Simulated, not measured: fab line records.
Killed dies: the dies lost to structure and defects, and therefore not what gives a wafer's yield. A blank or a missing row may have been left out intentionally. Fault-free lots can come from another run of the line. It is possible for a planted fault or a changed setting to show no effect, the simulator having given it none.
fab line records	flow n5-finfet
record: lots: 7	wafers: 21
route steps=1938 shown BEOL_M10@1509 BEOL_M11@1541 BEOL_M13@1680
start-h: start of the lot's first displayed wafer, in hours after the record's first day	wait-h: how many hours have passed since the lot's step before this one	" same as the row above	L1.1+2: one row covering several wafers at once	- no value present, or no start provided	* or withheld: withheld	< > ~ a bound
route shown NAME@n: names a module that has steps shown in the file, with the first one's number in the route	usual: average and standard deviation across the fault-free wafers	same: alike in all rows	chamber/n: place in a boat	sites: each site's reading	_std_site: how widely they spread, as a standard deviation	_edge_site: outer sites' mean less inner sites'	radius-mm: how far each site lies from the wafer's centre	mask NAME#n: copy n	behind: the most recent tool/chamber to have shaped the wafer	hold: why the lot went on hold/how many hours it stayed there/how the hold came to an end	device: the transistor (n, p or np) that didn't switch	end of line: the route-end tests of the same wafers	a step without rows: its recipe alone	killed: the dies lost at the first sort to structure and to defects; this is not the yield of the wafer	map: a wafer's dies, marking killed ones x, the rest . and places with no die _
set.NAME: the setting as run; set.NAME@STEP: as run at that earlier step	model.NAME: the simulator's own value behind a step, which no gauge read
lots whose settings were changed on purpose; a table a step, a row a wafer
== steps ==
step: N5_BEOL_M10_VIA_ETCH_34
recipe: chemistry: C4F6/O2	target: SiCOH_lowk	target-depth-a: 1845	mask-material: SOC	taper-deg: 4	time-s: 69.2	ion-energy-ev: 250	pressure-mtorr: 30	source-w: 345	bias-w: 185	Ar_flow_sccm: 300	C4F6_flow_sccm: 10	O2_flow_sccm: 10
usual: rf-vpp-V: 663/15
lot.wafer	tool	chamber	start-h	wait-h	set.bias-w	rf-vpp-V
L078.1	rie-diel-05	0	239.40	0.0	185	675
L078.2	"	3	"	"	166.6	603
L078.6	"	1	"	"	166.6	626
L080.1	rie-diel-05	1	248.31	0.0	185	679
L080.2	"	0	"	"	185	673
L080.6	"	2	"	"	185	678
L092.1	rie-diel-06	1	326.82	0.0	153.3	566
L092.3	"	3	"	"	185	673
L092.4	"	1	"	"	185	657
L093.2	rie-diel-06	3	329.17	0.0	185	673
L093.5	"	2	"	"	185	645
L093.6	"	1	"	"	185	658
L094.3	rie-diel-05	1	332.85	0.0	185	679
L094.4	"	0	"	"	185	675
L094.5	"	2	"	"	185	678
L096.1	rie-diel-02	0	347.82	0.0	185	657
L096.5	"	3	"	"	185	633
L096.6	"	0	"	"	185	658
L097.2	rie-diel-05	1	348.55	0.0	185	679
L097.4	"	3	"	"	194.9	683
L097.5	"	1	"	"	194.9	708
step: N5_BEOL_M10_TRENCH_ETCH_37
recipe: chemistry: C4F6/O2	target-depth-a: 1488.3	target: SiCOH_lowk	time-s: 48	ion-energy-ev: 250	pressure-mtorr: 30	source-w: 345	bias-w: 185	Ar_flow_sccm: 300	C4F6_flow_sccm: 10	O2_flow_sccm: 10
usual: rf-vpp-V: 664/15
lot.wafer	tool	chamber	start-h	wait-h	set.bias-w	rf-vpp-V
L078.1	rie-diel-05	0	-	-	185	674
L078.2	"	3	"	"	185	655
L078.6	"	1	"	"	185	680
L080.1	rie-diel-05	1	-	-	201.6	727
L080.2	"	0	"	"	185	674
L080.6	"	2	"	"	185	679
L092.1	rie-diel-06	1	-	-	185	659
L092.3	"	3	"	"	206.3	734
L092.4	"	1	"	"	206.3	717
L093.2	rie-diel-06	3	-	-	152.2	575
L093.5	"	2	"	"	185	644
L093.6	"	1	"	"	185	657
L094.3	rie-diel-05	1	-	-	185	679
L094.4	"	0	"	"	185	675
L094.5	"	2	"	"	185	678
L096.1	rie-diel-02	0	-	-	185	659
L096.5	"	3	"	"	185	634
L096.6	"	0	"	"	185	659
L097.2	rie-diel-05	1	-	-	185	679
L097.4	"	3	"	"	210.1	725
L097.5	"	1	"	"	185	680
step: N5_BEOL_M11_COAT_59
recipe: resist: SOC	temp-c: 250	time-s: 60	spin-rpm: 1500	resist-thk-nm: 100
lot.wafer	tool	chamber	start-h	wait-h	set.spin-rpm	model.SOC_of_BEOL_M11_COAT_59.thk-nm
L078.1+2	litho-track-04	0	245.43	0.1	1500	99.8
L078.6	"	0	"	"	1500	100
L080.1+2+6	litho-track-02	0	253.37	0.1	1500	100
L092.1	litho-track-02	0	330.59	0.1	1641	95.6
L092.3	"	0	"	"	1641	95.4
L092.4	"	0	"	"	1500	99.8
L093.2+5	litho-track-03	0	333.53	0.1	1632	96
L093.6	"	0	"	"	1500	100.8
L094.3	litho-track-02	0	338.25	0.1	1500	99.6
L094.4+5	"	0	"	"	1500	99.8
L096.1+6	litho-track-03	0	352.06	0.1	1500	99.8
L096.5	"	0	"	"	1500	100.2
L097.2	litho-track-03	0	354.38	0.1	1500	99.8
L097.4+5	"	0	"	"	1641	95.4
step: N5_BEOL_M11_EXPOSE_08
recipe: mask-id: M11	na: 1.35	source-shape: dipole	sigma-inner: 0.411	sigma-outer: 0.611	polarization: te	dose-mj: 53.75
lot.wafer	tool	chamber	start-h	wait-h	mask	set.dose-mj
L078.1+2+6	arfi-scanner-01	0	245.54	-	M11#0	53.75
L080.1+6	arfi-scanner-03	0	253.63	-	M11#0	56.2
L080.2	"	0	"	"	M11#0	53.75
L092.1+4	arfi-scanner-03	0	330.83	-	M11#0	53.75
L092.3	"	0	"	"	M11#0	55.67
L093.2+6	arfi-scanner-03	0	333.66	-	M11#0	51.34
L093.5	"	0	"	"	M11#0	53.75
L094.3+4	arfi-scanner-03	0	338.38	-	M11#0	57.18
L094.5	"	0	"	"	M11#0	53.75
L096.1+5+6	arfi-scanner-03	0	352.30	-	M11#0	53.75
L097.2+4	arfi-scanner-02	0	354.63	-	M11#0	53.75
L097.5	"	0	"	"	M11#0	57.25
step: N5_BEOL_M11_PEB_09
recipe: peb-temp-c: withheld	peb-time-s: 60	resist: CAR-ArF
step: N5_BEOL_M11_DEVELOP_10
recipe: develop-time-s: 30	developer: TMAH	resist: CAR-ArF	rinse-liquid: diw	dry: air-spin	dev-temp-c: 23
step: N5_BEOL_M11_CD_MEAS_11
recipe: target-cd-nm: 64.1	landing-energy-ev: 500	detector: se-inlens	polarity: opening
usual: cd-nm: 63.8/0.56
lot.wafer	tool	chamber	start-h	wait-h	set.dose-mj@BEOL_M11_EXPOSE_08	cd-nm
L078.1	cd-sem-01	0	245.67	-	53.75	64.9
L078.2	"	0	"	"	53.75	64.8
L078.6	"	0	"	"	53.75	64.0
L080.1	cd-sem-01	0	253.76	-	56.2	66.1
L080.2	"	0	"	"	53.75	63.5
L080.6	"	0	"	"	56.2	66.1
L092.1	cd-sem-02	0	330.96	-	53.75	63.8
L092.3	"	0	"	"	55.67	65.5
L092.4	"	0	"	"	53.75	63.4
L093.2	cd-sem-03	0	333.78	-	51.34	61.3
L093.5	"	0	"	"	53.75	63.0
L093.6	"	0	"	"	51.34	61.2
L094.3	cd-sem-02	0	338.50	-	57.18	66.1
L094.4	"	0	"	"	57.18	67.5
L094.5	"	0	"	"	53.75	63.5
L096.1	cd-sem-01	0	352.43	-	53.75	64.6
L096.5	"	0	"	"	53.75	64.5
L096.6	"	0	"	"	53.75	64.4
L097.2	cd-sem-01	0	354.75	-	53.75	63.4
L097.4	"	0	"	"	53.75	62.8
L097.5	"	0	"	"	57.25	67.2
step: N5_BEOL_M11_DESCUM_16
recipe: chemistry: O2	time-s: 7.9	source-power-w: 50	bias-power-w: 20	pressure-mtorr: 20	rf-frequency-hz: 2.712e+07	temp-c: 40	resist: CAR-ArF	o2-flow-sccm: 225
step: N5_BEOL_M11_ETCH_61
recipe: chemistry: CF4	target: SiARC	target-depth-a: 390	mask-material: CAR-ArF	time-s: 65	ion-energy-ev: 80	pressure-mtorr: 40	source-w: 545	bias-w: 36	Ar_flow_sccm: 100	cf4-flow-sccm: 100	ends: cleared
lot.wafer	tool	chamber	start-h	wait-h	set.dose-mj@BEOL_M11_EXPOSE_08	model.BEOL_M11.cd-offset-nm
L078.1+2	rie-diel-01	0,3	245.90	0.0	53.75	0.8
L078.6	"	0	"	"	53.75	0.4
L080.1+6	rie-diel-03	2	253.93	0.0	56.2	1.8
L080.2	"	3	"	"	53.75	-0.6
L092.1	rie-diel-03	1	331.08	0.0	53.75	-0.6
L092.3	"	2	"	"	55.67	1.6
L092.4	"	0	"	"	53.75	-0.8
L093.2+6	rie-diel-04	2,1	333.99	0.0	51.34	-2.8
L093.5	"	2	"	"	53.75	-0.6
L094.3	rie-diel-04	2	338.66	0.0	57.18	2.4
L094.4	"	0	"	"	57.18	3.6
L094.5	"	2	"	"	53.75	-1
L096.1+5+6	rie-diel-01	2,0,1	352.62	0.0	53.75	0.2
L097.2	rie-diel-01	1	354.95	0.0	53.75	-0.8
L097.4	"	0	"	"	53.75	-1.2
L097.5	"	3	"	"	57.25	2.6
step: N5_BEOL_M11_ETCH_62
recipe: chemistry: N2/H2	target: SOC	target-depth-a: 1100	overetch-a: 220	mask-material: SiARC	temp-c: 40	time-s: 165	ion-energy-ev: 200	pressure-mtorr: 30	source-w: 840	bias-w: 150	n2-flow-sccm: 200	h2-flow-sccm: 200
lot.wafer	tool	chamber	start-h	wait-h	set.spin-rpm@BEOL_M11_COAT_59	set.dose-mj@BEOL_M11_EXPOSE_08	model.etch.depth-nm	model.BEOL_M11.cd-offset-nm
L078.1	rie-diel-01	0	245.95	0.0	1500	53.75	99.74	1
L078.2	"	3	"	"	1500	53.75	99.71	0.8
L078.6	"	0	"	"	1500	53.75	100	0.4
L080.1	rie-diel-03	2	253.98	0.0	1500	56.2	100.1	1.6
L080.2	"	3	"	"	1500	53.75	100.1	-0.8
L080.6	"	2	"	"	1500	56.2	100	1.6
L092.1	rie-diel-03	1	331.13	0.0	1641	53.75	95.61	-0.8
L092.3	"	2	"	"	1641	55.67	95.35	1.4
L092.4	"	0	"	"	1500	53.75	99.74	-1
L093.2	rie-diel-04	2	334.04	0.0	1632	51.34	96.05	-2.8
L093.5	"	2	"	"	1632	53.75	96.08	-1
L093.6	"	1	"	"	1500	51.34	100.8	-2.6
L094.3	rie-diel-04	2	338.71	0.0	1500	57.18	99.65	2.2
L094.4	"	0	"	"	1500	57.18	99.74	3.2
L094.5	"	2	"	"	1500	53.75	99.78	-1.2
L096.1	rie-diel-01	2	352.67	0.0	1500	53.75	99.87	0.2
L096.5	"	0	"	"	1500	53.75	100.1	0.4
L096.6	"	1	"	"	1500	53.75	99.86	0
L097.2	rie-diel-01	1	355.00	0.0	1500	53.75	99.88	-0.8
L097.4	"	0	"	"	1641	53.75	95.35	-0.8
L097.5	"	3	"	"	1641	57.25	95.46	2.6
step: N5_BEOL_M11_STRIP_68
recipe: chemistry: N2/H2	temp-c: 40	n2-flow-sccm: 200	h2-flow-sccm: 200	rf-frequency-hz: 6e+07
step: N5_BEOL_M11_STRIP_67
recipe: chemistry: CF4	resist: SiARC	power-w: 300	bias-power-w: 75	pressure-mtorr: 50	cf4-flow-sccm: 150	rf-frequency-hz: 6e+07
step: N5_BEOL_M11_HM_OPEN_17
recipe: chemistry: Cl2/BCl3	target-depth-a: 200	overetch-a: 60	target: TiN	mask-material: SOC	ion-energy-ev: 150	pressure-mtorr: 10	icp-w: 1000	bias-w: 126	Cl2_flow_sccm: 53.25	bcl3-flow-sccm: 21.75	Ar_flow_sccm: 25
lot.wafer	tool	chamber	start-h	wait-h	set.spin-rpm@BEOL_M11_COAT_59	set.dose-mj@BEOL_M11_EXPOSE_08	model.SOC_of_BEOL_M11_COAT_59.thk-nm	model.BEOL_M11.cd-offset-nm
L078.1	rie-metal-02	0	246.13	0.0	1500	53.75	92	0.8
L078.2	"	1	"	"	1500	53.75	91.8	0.6
L078.6	"	1	"	"	1500	53.75	92	0.4
L080.1	rie-metal-01	1	254.16	0.0	1500	56.2	92.2	1.6
L080.2	"	0	"	"	1500	53.75	92.2	-0.6
L080.6	"	1	"	"	1500	56.2	92	1.8
L092.1	rie-metal-01	1	331.32	0.0	1641	53.75	87.8	-0.6
L092.3	"	0	"	"	1641	55.67	87.4	1.6
L092.4	"	1	"	"	1500	53.75	91.8	-1
L093.2	rie-metal-02	0	334.23	0.0	1632	51.34	88.2	-2.8
L093.5	"	1	"	"	1632	53.75	88.2	-0.8
L093.6	"	0	"	"	1500	51.34	93	-2.6
L094.3	rie-metal-01	0	338.93	0.1	1500	57.18	91.6	2.2
L094.4	"	1	"	"	1500	57.18	91.8	3.4
L094.5	"	0	"	"	1500	53.75	91.8	-1
L096.1+6	rie-metal-01	0,1	352.86	0.0	1500	53.75	92	0.2
L096.5	"	0	"	"	1500	53.75	92.2	0.6
L097.2	rie-metal-02	1	355.19	0.0	1500	53.75	91.8	-0.8
L097.4	"	1	"	"	1641	53.75	87.4	-0.8
L097.5	"	0	"	"	1641	57.25	87.6	2.4
step: N5_BEOL_M11_STRIP_19
recipe: chemistry: O2	power-w: 400	temp-c: 40	pressure-mtorr: 30	rf-frequency-hz: 6e+07	bias-power-w: 0	overash-fraction: 0.2	o2-flow-sccm: 225
step: N5_BEOL_M11_CD_MEAS_18
recipe: pitch-nm: 140	target-cd-nm: 70
usual: cd-nm: 69.5/0.57
lot.wafer	tool	chamber	start-h	wait-h	set.dose-mj@BEOL_M11_EXPOSE_08	cd-nm
L078.1	cd-sem-02	-	246.43	0.0	53.75	70.7
L078.2	"	-	"	"	53.75	70.9
L078.6	"	-	"	"	53.75	70.0
L080.1	cd-sem-02	-	254.40	0.0	56.2	71.7
L080.2	"	-	"	"	53.75	69.4
L080.6	"	-	"	"	56.2	71.7
L092.1	cd-sem-02	-	331.50	0.0	53.75	69.0
L092.3	"	-	"	"	55.67	71.8
L092.4	"	-	"	"	53.75	69.2
L093.2	cd-sem-02	-	334.44	0.1	51.34	67.5
L093.5	"	-	"	"	53.75	69.0
L093.6	"	-	"	"	51.34	67.3
L094.3	cd-sem-03	-	339.08	0.1	57.18	72.5
L094.4	"	-	"	"	57.18	73.5
L094.5	"	-	"	"	53.75	69.2
L096.1	cd-sem-02	-	353.04	0.0	53.75	70.2
L096.5	"	-	"	"	53.75	70.8
L096.6	"	-	"	"	53.75	70.1
L097.2	cd-sem-02	-	355.41	0.1	53.75	69.3
L097.4	"	-	"	"	53.75	69.1
L097.5	"	-	"	"	57.25	72.4
step: N5_BEOL_M11_COAT_63
recipe: resist: SOC	temp-c: 250	time-s: 60	spin-rpm: 1500	resist-thk-nm: 100
step: N5_BEOL_M11_COAT_64
recipe: resist: SiARC	temp-c: 220	time-s: 60	spin-rpm: 1500	resist-thk-nm: 30
step: N5_BEOL_M11_PRECLEAN_42
recipe: chemistry: residue-remover	time-s: 60	temp-c: 40
step: N5_BEOL_M11_SRD_43
recipe: time-s: 30	temp-c: 23	rinse-liquid: diw	dry: ipa-marangoni
step: N5_BEOL_M11_CD_MEAS_35
recipe: target-cd-nm: 70	polarity: opening
usual: cd-nm: 69.5/0.61
lot.wafer	tool	chamber	start-h	wait-h	set.dose-mj@BEOL_M11_EXPOSE_08	cd-nm
L078.1	cd-sem-02	-	248.84	0.0	53.75	70.6
L078.2	"	-	"	"	53.75	70.9
L078.6	"	-	"	"	53.75	70.1
L080.1	cd-sem-03	-	257.12	0.0	56.2	71.6
L080.2	"	-	"	"	53.75	69.5
L080.6	"	-	"	"	56.2	71.6
L092.1	cd-sem-01	-	333.59	0.0	53.75	68.8
L092.3	"	-	"	"	55.67	71.2
L092.4	"	-	"	"	53.75	68.7
L093.2	cd-sem-01	-	335.70	0.0	51.34	67.6
L093.5	"	-	"	"	53.75	69.4
L093.6	"	-	"	"	51.34	67.3
L094.3	cd-sem-01	-	342.56	0.0	57.18	72.2
L094.4	"	-	"	"	57.18	73.1
L094.5	"	-	"	"	53.75	69.5
L096.1	cd-sem-01	-	354.89	0.0	53.75	70.5
L096.5	"	-	"	"	53.75	70.6
L096.6	"	-	"	"	53.75	70.2
L097.2	cd-sem-03	-	363.37	0.0	53.75	69.6
L097.4	"	-	"	"	53.75	69.5
L097.5	"	-	"	"	57.25	72.6
step: N5_BEOL_M13_COAT_65
recipe: resist: SOC	temp-c: 250	time-s: 60	spin-rpm: 1500	resist-thk-nm: 350
lot.wafer	tool	chamber	start-h	wait-h	set.spin-rpm	model.SOC_of_BEOL_M13_COAT_65.thk-nm
L078.1	litho-track-02	0	258.87	0.0	1384	365.2
L078.2	"	0	"	"	1500	350.8
L078.6	"	0	"	"	1384	364
L080.1	litho-track-03	0	266.48	0.0	1625	336.2
L080.2	"	0	"	"	1625	335.8
L080.6	"	0	"	"	1500	350.2
L092.1	litho-track-05	0	343.15	0.0	1601	340.2
L092.3	"	0	"	"	1601	340.6
L092.4	"	0	"	"	1601	339.6
L093.2	litho-track-05	0	345.51	0.0	1659	332.4
L093.5	"	0	"	"	1659	333.2
L093.6	"	0	"	"	1659	333.6
L094.3	litho-track-05	0	351.54	0.0	1500	349.2
L094.4	"	0	"	"	1500	349.8
L094.5	"	0	"	"	1500	349
L096.1	litho-track-03	0	363.41	0.0	1500	352
L096.5	"	0	"	"	1500	350.4
L096.6	"	0	"	"	1500	351
L097.2	litho-track-02	0	373.41	0.0	1500	352.2
L097.4	"	0	"	"	1574	342.6
L097.5	"	0	"	"	1500	350.8
step: N5_BEOL_M13_EXPOSE_25
recipe: mask-id: M13	na: 0.93	source-shape: conventional	sigma-outer: 0.4	polarization: unpolarized	target-cd-nm: 210	dose-mj: 22
lot.wafer	tool	chamber	start-h	wait-h	mask	set.dose-mj
L078.1	krf-scanner-02	0	259.11	-	M13#0	22
L078.2+6	"	0	"	"	M13#0	21.12
L080.1+2+6	krf-scanner-02	0	266.76	-	M13#0	22
L092.1+3	krf-scanner-02	0	343.27	-	M13#0	23.46
L092.4	"	0	"	"	M13#0	22
L093.2+6	krf-scanner-02	0	345.63	-	M13#0	21.22
L093.5	"	0	"	"	M13#0	22
L094.3+4+5	krf-scanner-01	0	351.79	-	M13#0	22
L096.1+5+6	krf-scanner-01	0	363.53	-	M13#0	22
L097.2+4+5	krf-scanner-01	0	373.54	-	M13#0	22
step: N5_BEOL_M13_PEB_26
recipe: peb-temp-c: 130	peb-time-s: 90
step: N5_BEOL_M13_DEVELOP_27
recipe: develop-time-s: 45	rinse-liquid: diw	dry: air-spin	dev-temp-c: 21
step: N5_BEOL_M13_HARDBAKE_32
recipe: temp-c: 130	time-s: 120
step: N5_BEOL_M13_CD_MEAS_28
recipe: target-cd-nm: 209.5	landing-energy-ev: 500	detector: se-inlens
usual: cd-nm: 209.2/1.3
lot.wafer	tool	chamber	start-h	wait-h	set.dose-mj@BEOL_M13_EXPOSE_25	cd-nm
L078.1	cd-sem-01	0	259.28	-	22	210.9
L078.2	"	0	"	"	21.12	204.5
L078.6	"	0	"	"	21.12	206.1
L080.1	cd-sem-01	0	266.93	-	22	210.1
L080.2	"	0	"	"	22	210.7
L080.6	"	0	"	"	22	210.2
L092.1	cd-sem-03	0	343.44	-	23.46	217.1
L092.3	"	0	"	"	23.46	215.8
L092.4	"	0	"	"	22	209.1
L093.2	cd-sem-01	0	345.81	-	21.22	206.7
L093.5	"	0	"	"	22	208.8
L093.6	"	0	"	"	21.22	205.5
L094.3	cd-sem-02	0	351.95	-	22	208.5
L094.4	"	0	"	"	22	208.6
L094.5	"	0	"	"	22	207.8
L096.1	cd-sem-01	0	363.70	-	22	209.5
L096.5	"	0	"	"	22	209.4
L096.6	"	0	"	"	22	208.9
L097.2	cd-sem-01	0	373.71	-	22	208.3
L097.4	"	0	"	"	22	210.6
L097.5	"	0	"	"	22	209.9
step: N5_BEOL_M13_DESCUM_33
recipe: chemistry: O2	time-s: 7.9	source-power-w: 50	bias-power-w: 20	pressure-mtorr: 20	rf-frequency-hz: 2.712e+07	temp-c: 40	o2-flow-sccm: 225
lot.wafer	tool	chamber	start-h	wait-h	set.dose-mj@BEOL_M13_EXPOSE_25	model.BEOL_M13.cd-nm
L078.1	rie-diel-04	3	259.37	0.0	22	210.6
L078.2	"	1	"	"	21.12	204.6
L078.6	"	1	"	"	21.12	206.2
L080.1	rie-diel-03	2	267.02	0.0	22	210.2
L080.2	"	1	"	"	22	210.6
L080.6	"	1	"	"	22	210.4
L092.1	rie-diel-04	3	343.53	0.0	23.46	217.4
L092.3	"	1	"	"	23.46	215.8
L092.4	"	3	"	"	22	209.4
L093.2	rie-diel-04	3	345.89	0.0	21.22	206.6
L093.5	"	3	"	"	22	209
L093.6	"	1	"	"	21.22	205.6
L094.3	rie-diel-01	3	352.04	0.0	22	208.4
L094.4	"	2	"	"	22	208.8
L094.5	"	0	"	"	22	207.4
L096.1+5	rie-diel-01	0	363.79	0.0	22	209.6
L096.6	"	3	"	"	22	209.2
L097.2	rie-diel-03	0	373.93	0.2	22	208.6
L097.4	"	1	"	"	22	210.2
L097.5	"	1	"	"	22	209.8
step: N5_BEOL_M13_ETCH_67
recipe: chemistry: CF4	target: SiARC	target-depth-a: 1430	time-s: 238.3	ion-energy-ev: 80	pressure-mtorr: 40	source-w: 545	bias-w: 36	Ar_flow_sccm: 100	cf4-flow-sccm: 100	ends: cleared
lot.wafer	tool	chamber	start-h	wait-h	set.dose-mj@BEOL_M13_EXPOSE_25	model.BEOL_M13.cd-nm
L078.1	rie-diel-04	3	259.41	0.0	22	212.2
L078.2	"	1	"	"	21.12	204.2
L078.6	"	1	"	"	21.12	206
L080.1	rie-diel-03	2	267.06	0.0	22	211.4
L080.2	"	1	"	"	22	211
L080.6	"	1	"	"	22	210.6
L092.1	rie-diel-04	3	343.58	0.0	23.46	217.6
L092.3	"	1	"	"	23.46	216.4
L092.4	"	3	"	"	22	209.4
L093.2	rie-diel-04	3	345.95	0.0	21.22	206.8
L093.5	"	3	"	"	22	209.4
L093.6	"	1	"	"	21.22	205.6
L094.3	rie-diel-01	3	352.07	0.0	22	209.6
L094.4	"	2	"	"	22	208.8
L094.5	"	0	"	"	22	208.6
L096.1	rie-diel-01	0	363.83	0.0	22	210.2
L096.5+6	"	0,3	"	"	22	210.6
L097.2	rie-diel-03	0	373.96	0.0	22	209.4
L097.4	"	1	"	"	22	209.8
L097.5	"	1	"	"	22	209.6
== key ==
split: step: N5_BEOL_M10_VIA_ETCH_34	setting: bias-w	stated: 185	by: wafer
response: step: N5_BEOL_M10_VIA_ETCH_34	reading: rf-vpp-V	change: +5.67	per: 1%	r: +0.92
split: step: N5_BEOL_M10_TRENCH_ETCH_37	setting: bias-w	stated: 185	by: wafer
response: step: N5_BEOL_M10_TRENCH_ETCH_37	reading: rf-vpp-V	change: +4.47	per: 1%	r: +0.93
split: step: N5_BEOL_M11_COAT_59	setting: spin-rpm	stated: 1500	by: wafer
response: step: N5_BEOL_M11_COAT_59	reading: model.SOC_of_BEOL_M11_COAT_59.thk-nm	change: -0.488	per: 1%	r: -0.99
response: step: N5_BEOL_M11_ETCH_62	reading: model.etch.depth-nm	change: -0.486	per: 1%	r: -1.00
response: step: N5_BEOL_M11_HM_OPEN_17	reading: model.SOC_of_BEOL_M11_COAT_59.thk-nm	change: -0.481	per: 1%	r: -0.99
split: step: N5_BEOL_M11_EXPOSE_08	setting: dose-mj	stated: 53.75	by: wafer
response: step: N5_BEOL_M11_CD_MEAS_11	reading: cd-nm	change: +0.539	per: 1%	r: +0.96
response: step: N5_BEOL_M11_ETCH_61	reading: model.BEOL_M11.cd-offset-nm	change: +0.57	per: 1%	r: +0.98
response: step: N5_BEOL_M11_ETCH_62	reading: model.BEOL_M11.cd-offset-nm	change: +0.54	per: 1%	r: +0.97
response: step: N5_BEOL_M11_HM_OPEN_17	reading: model.BEOL_M11.cd-offset-nm	change: +0.531	per: 1%	r: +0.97
response: step: N5_BEOL_M11_CD_MEAS_18	reading: cd-nm	change: +0.527	per: 1%	r: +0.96
response: step: N5_BEOL_M11_CD_MEAS_35	reading: cd-nm	change: +0.488	per: 1%	r: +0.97
split: step: N5_BEOL_M13_COAT_65	setting: spin-rpm	stated: 1500	by: wafer
response: step: N5_BEOL_M13_COAT_65	reading: model.SOC_of_BEOL_M13_COAT_65.thk-nm	change: -1.75	per: 1%	r: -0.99
split: step: N5_BEOL_M13_EXPOSE_25	setting: dose-mj	stated: 22	by: wafer
response: step: N5_BEOL_M13_CD_MEAS_28	reading: cd-nm	change: +1.11	per: 1%	r: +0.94
response: step: N5_BEOL_M13_DESCUM_33	reading: model.BEOL_M13.cd-nm	change: +1.09	per: 1%	r: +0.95
response: step: N5_BEOL_M13_ETCH_67	reading: model.BEOL_M13.cd-nm	change: +1.24	per: 1%	r: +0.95
